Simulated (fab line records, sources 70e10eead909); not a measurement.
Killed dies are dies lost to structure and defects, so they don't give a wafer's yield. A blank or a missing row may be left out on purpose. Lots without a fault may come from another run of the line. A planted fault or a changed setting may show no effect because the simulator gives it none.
Which tool did it? | flow nand_harc | 12 lots, 35 wafers sampled, at 4 steps of a route of 1302

WHAT THE GAUGES READ, wafer by wafer
The record holds no reading of a measuring or inspecting step that can be judged against a usual standard deviation.

WHICH TOOL RAN EACH LOT (tool, then ch and the chambers of the sampled wafers, then the start)
lot  | NHARC_A_CONTACT_STRIP_82                      | NHARC_A_CONTACT_ETCH_134             | NHARC_A_CONTACT_ETCH_136             | NHARC_A_CONTACT_ETCH_92
L946 | rie_diel-05 ch 0,1, day 22 00:15 or earlier   | har_cap_etch-03 ch 0,1, day 22 00:15 | har_cap_etch-03 ch 0,1, day 22 00:45 | rie_diel-08 ch 0,1,2, day 22 02:01
L947 | rie_diel-08 ch 0,1, day 22 12:41 or earlier   | har_cap_etch-01 ch 0,1, day 22 12:41 | har_cap_etch-01 ch 0,1, day 22 13:10 | rie_diel-08 ch 0,1,2, day 22 14:32
L948 | rie_diel-08 ch 1,2,3, day 22 21:34 or earlier | har_cap_etch-02 ch 0,1, day 22 21:34 | har_cap_etch-02 ch 0,1, day 22 22:03 | rie_diel-12 ch 0,2,3, day 22 23:23
L949 | rie_diel-12 ch 0,2,3, day 23 02:14 or earlier | har_cap_etch-03 ch 0,1, day 23 02:14 | har_cap_etch-03 ch 0,1, day 23 02:43 | rie_diel-08 ch 2,3, day 23 04:04
L956 | rie_diel-08 ch 1,2,3, day 26 11:52 or earlier | har_cap_etch-01 ch 0,1, day 26 11:52 | har_cap_etch-01 ch 0,1, day 26 12:21 | rie_diel-08 ch 0,2,3, day 26 13:41
L955 | rie_diel-08 ch 1,2, day 26 18:44 or earlier   | har_cap_etch-03 ch 1, day 26 18:44   | har_cap_etch-03 ch 1, day 26 19:13   | rie_diel-08 ch 1,2, day 26 20:37
L961 | rie_diel-05 ch 0,1,3, day 27 21:01 or earlier | har_cap_etch-01 ch 0,1, day 27 21:01 | har_cap_etch-01 ch 0,1, day 27 21:38 | rie_diel-05 ch 0,1,2, day 27 23:22
L960 | rie_diel-08 ch 0,2, day 27 23:22 or earlier   | har_cap_etch-03 ch 0,1, day 27 23:22 | har_cap_etch-03 ch 0,1, day 27 23:52 | rie_diel-12 ch 0,1,3, day 28 01:09
L965 | rie_diel-12 ch 0,3, day 30 05:04 or earlier   | har_cap_etch-01 ch 0,1, day 30 05:04 | har_cap_etch-01 ch 0,1, day 30 05:33 | rie_diel-12 ch 1,2, day 30 06:52
L966 | rie_diel-08 ch 0,3, day 30 07:28 or earlier   | har_cap_etch-03 ch 0,1, day 30 07:28 | har_cap_etch-03 ch 0,1, day 30 08:07 | rie_diel-08 ch 0,1,2, day 30 09:44
L964 | rie_diel-05 ch 0,1,3, day 30 09:14 or earlier | har_cap_etch-02 ch 1, day 30 09:14   | har_cap_etch-02 ch 1, day 30 09:41   | rie_diel-08 ch 2,3, day 30 11:04
L969 | rie_diel-12 ch 1,2,3, day 31 14:31 or earlier | har_cap_etch-01 ch 0,1, day 31 14:31 | har_cap_etch-01 ch 0,1, day 31 15:00 | rie_diel-08 ch 0,1,2, day 31 16:19
- NHARC_A_CONTACT_STRIP_82: strips in O2.
- NHARC_A_CONTACT_ETCH_134: etches the open film in C4F8/O2/Ar, time 140 s, target depth 700 nm.
- NHARC_A_CONTACT_ETCH_136: etches the open film in C4F8/O2/Ar, time 311 s, target depth 1912 nm.
- NHARC_A_CONTACT_ETCH_92: etches the open film in CH3F/O2, target depth 40 nm, time 85.7 s.

WHAT THE TOOLS THEMSELVES READ (means of the sampled wafers that have a number; where no wafer has one, the mark that the record gives instead)
NHARC_A_CONTACT_STRIP_82.
lot  | tool        | drypump_motor_current_A (A) | mfc_ar_sccm (sccm) | oes_product_au (a.u.) | rf_vpp_V (V) | showerhead_plenum_p_Torr (Torr) | throttle_valve_pct (%)
L946 | rie_diel-05 | 5.64                        | 0.009              | 0.997                 | 57.8         | 3.39                            | 17.040
L947 | rie_diel-08 | 6.05                        | 0.002              | 1.002                 | 57.6         | 3.55                            | 17.036
L948 | rie_diel-08 | 6.03                        | 0.003              | 1.004                 | 57.4         | 3.48                            | 17.030
L949 | rie_diel-12 | 5.77                        | 0.008              | 0.983                 | 57.4         | 3.41                            | 17.042
L956 | rie_diel-08 | 6.02                        | 0.003              | 0.993                 | 57.3         | 3.47                            | 17.036
L955 | rie_diel-08 | 6.21                        | 0.005              | 0.996                 | 57.6         | 3.55                            | 17.041
L961 | rie_diel-05 | 5.74                        | 0.018              | 0.987                 | 57.6         | 3.35                            | 17.035
L960 | rie_diel-08 | 6.15                        | 0.002              | 0.990                 | 58.5         | 3.55                            | 17.036
L965 | rie_diel-12 | 5.76                        | 0.000              | 0.994                 | 56.9         | 3.35                            | 17.038
L966 | rie_diel-08 | 5.90                        | 0.000              | 1.005                 | 58.0         | 3.45                            | 17.031
L964 | rie_diel-05 | 5.77                        | 0.018              | 0.995                 | 57.6         | 3.34                            | 17.034
L969 | rie_diel-12 | 5.74                        | 0.008              | 0.994                 | 57.9         | 3.42                            | 17.038

NHARC_A_CONTACT_ETCH_92.
lot  | tool        | drypump_motor_current_A (A) | mfc_ar_sccm (sccm) | oes_product_au (a.u.) | rf_vpp_V (V) | showerhead_plenum_p_Torr (Torr) | throttle_valve_pct (%)
L946 | rie_diel-08 | 6.16                        | 199.6              | 0.936                 | 243.6        | 2.48                            | 20.670
L947 | rie_diel-08 | 6.15                        | 200.3              | 0.930                 | 244.8        | 2.48                            | 20.663
L948 | rie_diel-12 | 5.75                        | 199.7              | 0.907                 | 243.5        | 2.38                            | 20.667
L949 | rie_diel-08 | 6.09                        | 199.2              | 0.923                 | 243.7        | 2.43                            | 20.667
L956 | rie_diel-08 | 6.00                        | 199.9              | 0.857                 | 242.5        | 2.42                            | 20.663
L955 | rie_diel-08 | 6.22                        | 199.6              | 0.811                 | 244.7        | 2.48                            | 20.665
L961 | rie_diel-05 | 5.84                        | 199.2              | 0.930                 | 243.4        | 2.35                            | 20.660
L960 | rie_diel-12 | 5.75                        | 199.6              | 0.918                 | 243.1        | 2.36                            | 20.664
L965 | rie_diel-12 | 5.79                        | 200.0              | 0.922                 | 245.6        | 2.42                            | 20.672
L966 | rie_diel-08 | 6.13                        | 199.6              | 0.922                 | 244.4        | 2.47                            | 20.663
L964 | rie_diel-08 | 5.86                        | 200.5              | 0.921                 | 242.9        | 2.36                            | 20.657
L969 | rie_diel-08 | 6.15                        | 199.8              | 1.007                 | 244.2        | 2.47                            | 20.660

THE ANSWER, worked out from the rows above alone
Rule: what is usual is taken from the lots themselves. Put in order of their means at a reading, lots are off if they are a third of the lots or fewer, leave a main group of 4 or more, and stand apart from it by a gap of 3 or more times the standard deviation of the main group's means; of several such gaps the widest counts. A main group whose means are all the same, to the digits that the tables above print for the reading, isn't used. A lot without any number at a reading at which 4 lots or more have one is off too. The other lots that the step has rows for count as sound. The gauges are gone through in route order, then the tools' own readings, and for those a lot's mean is taken as printed above. The first step at which some lot is off is used, and at that step the reading that is off furthest; a lot without a number counts as furthest.
No lot is off at any reading shown: from this, nothing can be told.

WHAT THE SIMULATOR HAD PUT IN
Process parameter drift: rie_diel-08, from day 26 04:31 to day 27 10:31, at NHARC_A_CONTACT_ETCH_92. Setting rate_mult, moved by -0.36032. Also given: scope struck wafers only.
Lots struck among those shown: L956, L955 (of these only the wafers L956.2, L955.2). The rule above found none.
